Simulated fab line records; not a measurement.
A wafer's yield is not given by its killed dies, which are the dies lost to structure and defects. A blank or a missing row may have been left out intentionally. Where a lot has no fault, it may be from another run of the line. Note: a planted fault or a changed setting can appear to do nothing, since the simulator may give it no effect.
fab line records -- flow nandHarc
record: lots: 14, wafers: 42, lastDay: 25
route steps=1159 shown A_ZERO_WELL@411 A_ONON_D1@433 A_CHANNEL_HOLE_D1@450 END@1159
lots with no fault: from the same line, run without faults
startH: hours from the record's first day to the start of the lot's first wafer shown -- waitH: how many hours have passed since the lot's step before this one -- " repeats the value in the row above -- L1.1+2: a row that stands for several wafers -- - no value, or no start was given -- * or withheld: withheld -- < > ~ a bound
route shown NAME@n: NAME is a module with steps in the file, n the number in the route of the first one -- usual: the fault-free wafers' mean and standard deviation -- same: alike in all rows -- chamber/n: place in a boat -- sites: each site's reading -- _std_site: their standard deviation -- _edge_site: outer sites' mean less inner sites' -- radiusMm: how far each site lies from the wafer's centre -- mask NAME#n: copy n -- behind: the most recent tool/chamber to have shaped the wafer -- hold: what put the lot on hold/how long, in hours/how the hold closed -- device: which transistor (n, p or np) failed to switch -- end of line: tests run on the same wafers once the route is complete -- where a step has no rows: the recipe by itself -- killed: count of dies lost to structure and defects at first sort (not the wafer's yield) -- map: a wafer's dies, marking killed ones x, the rest . and places with no die _
set.NAME: the setting that was run; set.NAME@STEP: the one run at that earlier step -- model.NAME: the simulator's own value behind a step, which no gauge read
the route's steps for a sample of lots (tables are steps, rows are wafers)
services: a tool's chamber out of use, with start hour (startH, from the record's first day; less than 0 if before it), hours out, and reason
== steps ==
step: NHARC_A_ZERO_WELL_RTA_16
recipe: tempC: 1000, timeS: 10
usual: annealTempCMax: 1004.8/1.8, lampPowerPct: 29.8/2.3, lamp_zone_2_pct: 29.8/2.3, wafer_temp_C_max: 1006.3/2
lot.wafer,tool,chamber,startH,waitH,annealTempCMax,lampPowerPct,lamp_zone_2_pct,wafer_temp_C_max
L743.1,rtpAnneal-02,0,145.69,-,1004.1,32.5,32.5,1003.2
L743.2,rtpAnneal-02,0,145.69,-,1007.4,32.5,32.5,1003.8
L743.5,rtpAnneal-02,0,145.69,-,1006.2,32.5,32.5,1003.2
L744.1,rtpAnneal-01,0,146.42,-,1003.6,27.9,27.9,1008.1
L744.2,rtpAnneal-01,0,146.42,-,1003.3,27.9,27.9,1007.9
L744.4,rtpAnneal-01,0,146.42,-,1002.7,27.9,27.9,1009.6
L745.1,rtpAnneal-01,0,151.37,-,1002.9,27.9,28.0,1006.7
L745.5,rtpAnneal-01,0,151.37,-,1002.5,27.9,27.9,1009.5
L745.6,rtpAnneal-01,0,151.37,-,1003.5,27.9,27.9,1006.3
L748.1,rtpAnneal-02,0,160.35,-,1004.8,32.5,32.5,1004.3
L748.4,rtpAnneal-02,0,160.35,-,1005.6,32.6,32.5,1003.7
L748.6,rtpAnneal-02,0,160.35,-,1004.0,32.5,32.5,1004.9
L751.2,rtpAnneal-02,0,176.07,-,1009.5,32.4,32.5,1004.4
L751.3,rtpAnneal-02,0,176.07,-,1006.9,32.4,32.5,1005.1
L751.5,rtpAnneal-02,0,176.07,-,1006.9,32.5,32.4,1006.0
L752.2,rtpAnneal-02,0,187.80,-,1009.1,32.5,32.5,1004.7
L752.3,rtpAnneal-02,0,187.80,-,1006.5,32.5,32.5,1003.9
L752.5,rtpAnneal-02,0,187.80,-,1007.0,32.5,32.5,1005.1
L755.1,rtpAnneal-01,0,214.08,-,1004.0,27.9,27.9,1006.5
L755.5,rtpAnneal-01,0,214.08,-,1003.4,27.9,28.0,1007.1
L755.6,rtpAnneal-01,0,214.08,-,1004.8,28.0,27.9,1007.3
L756.1,rtpAnneal-01,0,214.83,-,1003.2,27.9,27.9,1007.1
L756.3,rtpAnneal-01,0,214.83,-,1003.9,27.9,27.9,1008.0
L756.5,rtpAnneal-01,0,214.83,-,1002.5,27.8,27.9,1009.4
L759.1,rtpAnneal-01,0,238.48,-,1003.1,27.9,27.9,1008.7
L759.2,rtpAnneal-01,0,238.48,-,1004.3,27.9,27.9,1009.6
L759.6,rtpAnneal-01,0,238.48,-,1002.9,27.9,27.9,1007.9
L760.1,rtpAnneal-01,0,239.56,-,1004.1,27.9,27.9,1006.5
L760.3,rtpAnneal-01,0,239.56,-,1003.1,27.9,27.9,1006.3
L760.4,rtpAnneal-01,0,239.56,-,1004.4,27.9,27.9,1007.6
L762.4,rtpAnneal-02,0,241.20,-,1007.4,32.5,32.5,1003.5
L762.5,rtpAnneal-02,0,241.20,-,1006.8,32.5,32.5,1003.9
L762.6,rtpAnneal-02,0,241.20,-,1005.9,32.4,32.5,1004.6
L763.3,rtpAnneal-01,0,262.38,-,1003.5,27.9,28.0,1007.2
L763.4,rtpAnneal-01,0,262.38,-,1004.2,27.9,27.9,1009.1
L763.5,rtpAnneal-01,0,262.38,-,1005.5,27.9,27.9,1007.7
L764.1,rtpAnneal-01,0,262.76,-,1003.0,27.9,27.9,1007.2
L764.2,rtpAnneal-01,0,262.76,-,1002.2,27.9,27.9,1005.5
L764.4,rtpAnneal-01,0,262.76,-,1003.7,27.9,27.9,1011.8
L765.3,rtpAnneal-02,0,270.16,0.3,1007.8,32.5,32.5,1004.4
L765.5,rtpAnneal-02,0,270.16,0.3,1006.2,32.5,32.5,1004.1
L765.6,rtpAnneal-02,0,270.16,0.3,1005.6,32.5,32.5,1003.7
step: NHARC_A_ONON_D1_THK_MEAS_14
recipe: thkMeasGauge: ellipsometry
usual: thkNm: 999/9.1
lot.wafer,tool,chamber,startH,waitH,thkNm
L743.1,filmMetro-01,-,172.54,-,1002
L743.2,filmMetro-01,-,172.54,-,1005
L743.5,filmMetro-01,-,172.54,-,1002
L745.1,filmMetro-01,-,172.56,-,987
L745.5,filmMetro-01,-,172.56,-,987
L745.6,filmMetro-01,-,172.56,-,986
L744.1,filmMetro-01,-,172.63,-,980
L744.2,filmMetro-01,-,172.63,-,981
L744.4,filmMetro-01,-,172.63,-,981
L748.1,filmMetro-01,-,182.40,-,995
L748.4,filmMetro-01,-,182.40,-,995
L748.6,filmMetro-01,-,182.40,-,995
L751.2,filmMetro-01,-,199.11,-,992
L751.3,filmMetro-01,-,199.11,-,990
L751.5,filmMetro-01,-,199.11,-,993
L752.2,filmMetro-02,-,211.76,-,1023
L752.3,filmMetro-02,-,211.76,-,1024
L752.5,filmMetro-02,-,211.76,-,1023
L756.1,filmMetro-01,-,240.11,-,993
L756.3,filmMetro-01,-,240.11,-,993
L756.5,filmMetro-01,-,240.11,-,995
L755.1,filmMetro-01,-,240.22,-,1006
L755.5,filmMetro-01,-,240.22,-,1006
L755.6,filmMetro-01,-,240.22,-,1007
L760.1,filmMetro-01,-,263.46,-,996
L760.3,filmMetro-01,-,263.46,-,994
L760.4,filmMetro-01,-,263.46,-,995
L759.1,filmMetro-01,-,263.72,-,1005
L759.2,filmMetro-01,-,263.72,-,1006
L759.6,filmMetro-01,-,263.72,-,1005
L762.4,filmMetro-01,-,263.82,-,988
L762.5,filmMetro-01,-,263.82,-,988
L762.6,filmMetro-01,-,263.82,-,987
L764.1,filmMetro-01,-,286.08,-,996
L764.2,filmMetro-01,-,286.08,-,995
L764.4,filmMetro-01,-,286.08,-,996
L763.3,filmMetro-01,-,286.09,-,997
L763.4,filmMetro-01,-,286.09,-,999
L763.5,filmMetro-01,-,286.09,-,999
L765.3,filmMetro-02,-,293.52,-,995
L765.5,filmMetro-02,-,293.52,-,996
L765.6,filmMetro-02,-,293.52,-,995
step: NHARC_A_ONON_D1_THK_MEAS_30
recipe: thkMeasGauge: ellipsometry
usual: thkNm: 999/9.7
lot.wafer,tool,chamber,startH,waitH,thkNm
L745.1,filmMetro-02,-,182.05,-,1011
L745.5,filmMetro-02,-,182.05,-,1010
L745.6,filmMetro-02,-,182.05,-,1009
L743.1,filmMetro-01,-,182.16,-,1006
L743.2,filmMetro-01,-,182.16,-,1008
L743.5,filmMetro-01,-,182.16,-,1008
L744.1,filmMetro-02,-,182.27,-,986
L744.2,filmMetro-02,-,182.27,-,986
L744.4,filmMetro-02,-,182.27,-,985
L748.1,filmMetro-01,-,192.39,-,998
L748.4,filmMetro-01,-,192.39,-,998
L748.6,filmMetro-01,-,192.39,-,996
L751.2,filmMetro-02,-,208.48,-,981
L751.3,filmMetro-02,-,208.48,-,981
L751.5,filmMetro-02,-,208.48,-,982
L752.2,filmMetro-02,-,223.49,-,998
L752.3,filmMetro-02,-,223.49,-,997
L752.5,filmMetro-02,-,223.49,-,997
L756.1,filmMetro-01,-,251.29,-,1008
L756.3,filmMetro-01,-,251.29,-,1008
L756.5,filmMetro-01,-,251.29,-,1007
L755.1,filmMetro-02,-,251.50,-,988
L755.5,filmMetro-02,-,251.50,-,991
L755.6,filmMetro-02,-,251.50,-,988
L762.4,filmMetro-02,-,274.12,-,1010
L762.5,filmMetro-02,-,274.12,-,1009
L762.6,filmMetro-02,-,274.12,-,1008
L759.1,filmMetro-02,-,274.25,-,1009
L759.2,filmMetro-02,-,274.25,-,1010
L759.6,filmMetro-02,-,274.25,-,1010
L760.1,filmMetro-01,-,274.47,-,997
L760.3,filmMetro-01,-,274.47,-,995
L760.4,filmMetro-01,-,274.47,-,996
L764.1,filmMetro-02,-,296.12,-,977
L764.2,filmMetro-02,-,296.12,-,979
L764.4,filmMetro-02,-,296.12,-,977
L763.3,filmMetro-01,-,296.17,-,999
L763.4,filmMetro-01,-,296.17,-,997
L763.5,filmMetro-01,-,296.17,-,998
L765.3,filmMetro-02,-,306.26,-,1000
L765.5,filmMetro-02,-,306.26,-,1002
L765.6,filmMetro-02,-,306.26,-,1002
step: NHARC_A_CHANNEL_HOLE_D1_DEP_00
recipe: targetThkA: 31000, tempC: 400, material: aC
usual: throttleValvePct: 35.001/0.0092
lot.wafer,tool,chamber,startH,waitH,throttleValvePct
L745.1,aclDep-02,0,182.65,0.1,34.990
L745.5,aclDep-02,0,183.91,1.3,34.994
L745.6,aclDep-02,0,183.91,1.3,35.000
L743.1,aclDep-01,0,182.78,0.1,35.016
L743.2,aclDep-01,0,182.78,0.1,35.005
L743.5,aclDep-01,0,182.78,0.1,35.005
L744.1,aclDep-03,0,183.05,0.2,35.008
L744.2,aclDep-03,0,183.05,0.2,34.996
L744.4,aclDep-03,0,183.05,0.2,34.991
L748.1,aclDep-01,0,194.24,1.3,35.003
L748.4,aclDep-01,0,194.24,1.3,35.010
L748.6,aclDep-01,0,194.24,1.3,35.000
L751.2,aclDep-02,0,210.28,1.3,35.000
L751.3,aclDep-02,0,210.28,1.3,35.012
L751.5,aclDep-02,0,210.28,1.3,35.017
L752.2,aclDep-02,0,225.65,1.6,35.003
L752.3,aclDep-02,0,225.65,1.6,34.980
L752.5,aclDep-02,0,225.65,1.6,35.019
L752.2,aclDep-01,0,228.21,2.2,34.978
L752.3,aclDep-01,0,228.21,2.2,35.005
L752.5,aclDep-01,0,228.21,2.2,35.003
L756.1,aclDep-03,0,252.67,0.8,35.001
L756.3,aclDep-03,0,252.67,0.8,34.990
L756.5,aclDep-03,0,252.67,0.8,34.981
L755.1,aclDep-03,0,254.55,2.4,35.005
L755.5,aclDep-03,0,255.84,3.7,35.003
L755.6,aclDep-03,0,255.84,3.7,35.002
L755.1,aclDep-03,0,258.21,3.3,34.999
L755.5,aclDep-03,0,259.50,3.3,34.999
L755.6,aclDep-03,0,259.50,3.3,35.023
L759.1,aclDep-01,0,275.30,0.4,35.017
L759.2,aclDep-01,0,275.30,0.4,35.018
L759.6,aclDep-01,0,276.87,2.0,35.015
L762.4,aclDep-02,0,275.67,1.0,35.006
L762.5,aclDep-02,0,275.67,1.0,35.011
L762.6,aclDep-02,0,275.67,1.0,35.006
L760.1,aclDep-02,0,276.61,1.6,35.012
L760.3,aclDep-02,0,276.61,1.6,35.013
L760.4,aclDep-02,0,276.61,1.6,34.994
L764.1,aclDep-03,0,297.81,1.1,35.004
L764.2,aclDep-03,0,297.81,1.1,34.990
L764.4,aclDep-03,0,297.81,1.1,34.998
L763.3,aclDep-02,0,300.14,3.4,35.001
L763.4,aclDep-02,0,300.14,3.4,34.991
L763.5,aclDep-02,0,300.14,3.4,34.987
L765.3,aclDep-03,0,309.82,3.0,34.997
L765.5,aclDep-03,0,309.82,3.0,35.001
L765.6,aclDep-03,0,309.82,3.0,34.996
step: NHARC_END_SORT_01
recipe: tempC: 25
usual: killedAtArray: 28/8.6, killedAtOther: 0.7/1.2, killedAtPeriphery: 3.1/2.3, killedDies: 32/8.7, killedOpen: 3.2/1.7, killedShort: 2.0/1.5
same: grossDies: 677
lot.wafer,tool,chamber,startH,waitH,killedAtArray,killedAtOther,killedAtPeriphery,killedDies,killedOpen,killedShort
L752.2,prober-01,0,493.72,2.8,677,0,0,677,2,0
L752.3,prober-01,0,494.51,3.1,674,0,3,677,4,2
L752.5,prober-01,0,496.10,3.7,675,0,2,677,7,2
L755.6,prober-02,0,534.05,4.0,676,0,1,677,5,6
killed by level:class
L752.2 A_CHANNEL_HOLE_D1:areaDep=650 A_SLIT:chamberFilmFlake=10 A_STAIRCASE:chamberFilmFlake=5 A_CONTACT:chamberFilmFlake=5 A_CHANNEL_HOLE_D1:chamberFilmFlake=4 A_CONTACT:geometricParticle:open=1 A_BLC:geometricParticle:open=1 A_CHANNEL_FILL_D1:chamberFilmFlake=1
L752.3 A_CHANNEL_HOLE_D1:areaDep=641 A_SLIT:chamberFilmFlake=13 A_CHANNEL_HOLE_D1:chamberFilmFlake=6 A_STAIRCASE:chamberFilmFlake=5 A_CHANNEL_FILL_D1:chamberFilmFlake=2 P_M0:geometricParticle:open=1 P_M1:geometricParticle:short=1 A_ONON_D1:geometricParticle:open=1
L752.5 A_CHANNEL_HOLE_D1:areaDep=649 A_SLIT:chamberFilmFlake=8 A_CONTACT:chamberFilmFlake=5 A_STAIRCASE:chamberFilmFlake=4 A_M0:geometricParticle:open=2 A_CHANNEL_HOLE_D1:chamberFilmFlake=2 P_CONTACT:geometricParticle:short=1 P_M0:geometricParticle:open=1
L755.6 A_CHANNEL_HOLE_D1:areaDep=642 A_SLIT:chamberFilmFlake=13 A_CHANNEL_HOLE_D1:chamberFilmFlake=4 A_CONTACT:chamberFilmFlake=4 A_M0:geometricParticle:short=2 A_WL_FILL:chamberFilmFlake=2 P_M1:geometricParticle:open=1 A_ONON_D1:geometricParticle:open=1
== services ==
tool,chamber,startH,hours,kind
aclDep-02,-,168.51,13.0,pm
aclDep-02,-,213.99,6.0,repair
aclDep-03,-,223.87,13.0,pm
aclDep-01,-,296.78,13.0,pm
rtpAnneal-02,-,300.00,12.0,pm
== key ==
firstSign: step: NHARC_A_CHANNEL_HOLE_D1_DEP_00, reading: visit, direction: added
effect: step: NHARC_END_SORT_01, reading: killedAtArray, direction: up, sigmas: 76, usual: 28, struck: 676
moreKillsBornAt: NHARC_A_CHANNEL_HOLE_D1_DEP_00@aclDep-01: 1940, NHARC_A_CHANNEL_HOLE_D1_DEP_00@aclDep-03: 642
metAt NHARC_A_CHANNEL_HOLE_D1_DEP_00
struckLots L752,L755
rowsEnd L755.1,L755.5
laterRowsLeftOut L752.2,L752.3,L752.5,L755.6
testerLeftOut L752,L755
notActingAt NHARC_A_ZERO_WELL_RTA_16,NHARC_A_ONON_D1_THK_MEAS_14,NHARC_A_ONON_D1_THK_MEAS_30
fault: kind: repeatedStepWhole, tool: aclDep-01,aclDep-02,aclDep-03, chamber: -, onsetH: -, steps: NHARC_A_CHANNEL_HOLE_D1_DEP_00, times: 1, scope: struckLotsOnly
testerLeftOut: of these lots the tester's yield and bins aren't shown, on N5 and GAA mostly nor the transistor test; their killed dies are dies lost to structure and defects alone, not to doping, threshold or leakage, so they don't give the yield
laterRowsLeftOut: the simulator's readings of these wafers behind a module that went badly wrong aren't trusted and aren't shown, but for the sort
rowsEnd: these wafers met a further fault down the route, and their rows from its step on are left out
